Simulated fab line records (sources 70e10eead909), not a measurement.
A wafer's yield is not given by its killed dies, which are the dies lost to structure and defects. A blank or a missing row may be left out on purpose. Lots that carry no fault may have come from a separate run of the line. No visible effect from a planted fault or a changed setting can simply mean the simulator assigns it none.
8D (eight disciplines) problem report, filled in by code | flow nandHarc | the parts of the form that need people (team, actions taken, sign-off) are left out

1. PROBLEM STATEMENT
NHARC_A_SGD_CUT_INSPECT_25, rawDefectCount: mean 1658 over 1 wafer from 1 lot; wafers with no fault: 394, standard deviation 86. That is +15 standard deviations from the usual mean.
First observed at day 27 10:01: wafer L117.5, on defectInspect-01. The record has a number at this step for 36 wafers belonging to 12 lots. Rule for "out", or "out of limits": more than 4 standard deviations from the usual mean. The rest of the wafers with a number are treated as sound.

2. WHAT IT IS; WHAT IT IS NOT
question                    | is                | is not
which readings at this step | rawDefectCount    | -
which lots                  | L117              | L100, L101, L104, L105, L108, L110, L111, L113, L121, L122, L999
which wafers of those lots  | L117.5            | L117.3, L117.4
read on which gauges        | defectInspect-01  | defectInspect-02
when                        | from day 27 10:01 | up to then (29 sound wafers); but 6 sound wafers of L121, L122 came after

3. WHAT RULES OUT EACH SUSPECT
Counting: any tool at a process step up to the reading remains a suspect provided it ran every lot that is out. Sound lots after the first of them don't rule it out here, since some wafers of a struck lot are sound.
- ruled out: the gauge at NHARC_A_SGD_CUT_INSPECT_25. All the wafers that are out were read on defectInspect-01, but those of them that NHARC_END_SORT_01 has rows for are out there too, on other tools.
- rieDiel-11 at NHARC_A_SGD_CUT_ETCH_15 (etches the open film in CH3F/O2, target depth 75 nm, time 64.3 s): kept. It ran the lot that is out, L117 (day 27 09:18); its last sound lot up to then is L113 (day 25 16:18). NHARC_A_SGD_CUT_ETCH_15: start missing for some lots; hours and lot order therefore follow NHARC_A_SGD_CUT_CMP_21.
- cmp-03 at NHARC_A_SGD_CUT_CMP_21 (polishes, target thk 148.19 nm): kept. It ran the lot that is out, L117 (day 27 09:18); its last sound lot up to then is L110 (day 23 17:10).
- wetBench-03 at NHARC_A_SGD_CUT_ETCH_26 (etches SiO2 in dHF, target depth 45.8 nm): kept. It ran the lot that is out, L117 (day 27 09:37); its last sound lot up to then is L111 (day 24 19:20).
- rieDiel-06 at NHARC_A_SGD_CUT_STRIP_28 (strips in O2, time 20 s): kept. It ran the lot that is out, L117 (day 27 10:01); its last sound lot up to then is L111 (day 24 19:43). NHARC_A_SGD_CUT_STRIP_28: start missing for some lots; hours and lot order therefore follow NHARC_A_SGD_CUT_INSPECT_25.
- rieDiel-11, NHARC_A_SGD_CUT_ETCH_15: wafers that are out in chamber 0, sound lot-mates in chambers 1, 3.
- rieDiel-06, NHARC_A_SGD_CUT_STRIP_28: wafers that are out in chamber 2, sound lot-mates in chambers 0, 1.
Left after counting: rieDiel-11 at NHARC_A_SGD_CUT_ETCH_15, cmp-03 at NHARC_A_SGD_CUT_CMP_21, wetBench-03 at NHARC_A_SGD_CUT_ETCH_26, rieDiel-06 at NHARC_A_SGD_CUT_STRIP_28.

4. THE CAUSE (what the simulator had put in)
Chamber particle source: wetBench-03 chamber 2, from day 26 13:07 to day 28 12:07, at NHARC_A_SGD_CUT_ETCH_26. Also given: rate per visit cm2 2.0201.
After counting, 4 suspects remain, this tool included.

5. THE CHAIN OF EFFECTS, in route order
One row per reading whose mean, taken over the struck wafers that have a number, lies over 3 standard deviations from the usual. Readings are gone through only where the record gives a usual standard deviation; hours: the median, over the lots, of the time from a lot's start at the first step in this table giving one to that lot's start at this step; sigmas: the change measured in usual standard deviations.
hours | step                       | reading        | usual | on struck wafers | change | sigmas
0     | NHARC_A_SGD_CUT_INSPECT_25 | rawDefectCount | 394   | 1658             | +1264  | +15
118   | NHARC_END_SORT_01          | killedAtArray  | 54    | 166              | +112   | +4.9
118   | NHARC_END_SORT_01          | killedDies     | 59    | 169              | +110   | +4.8

6. WHAT WOULD HAVE CAUGHT IT SOONER
The first out-of-limits reading at a measuring or inspecting step in this record came at day 27 10:01, 21 hours after the fault's start at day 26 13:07.
The start of NHARC_A_SGD_CUT_ETCH_26 on wetBench-03 came by day 27 10:01 for every one of the lots that are out (1). Had the tool been put on hold then, not one of them would have been saved.
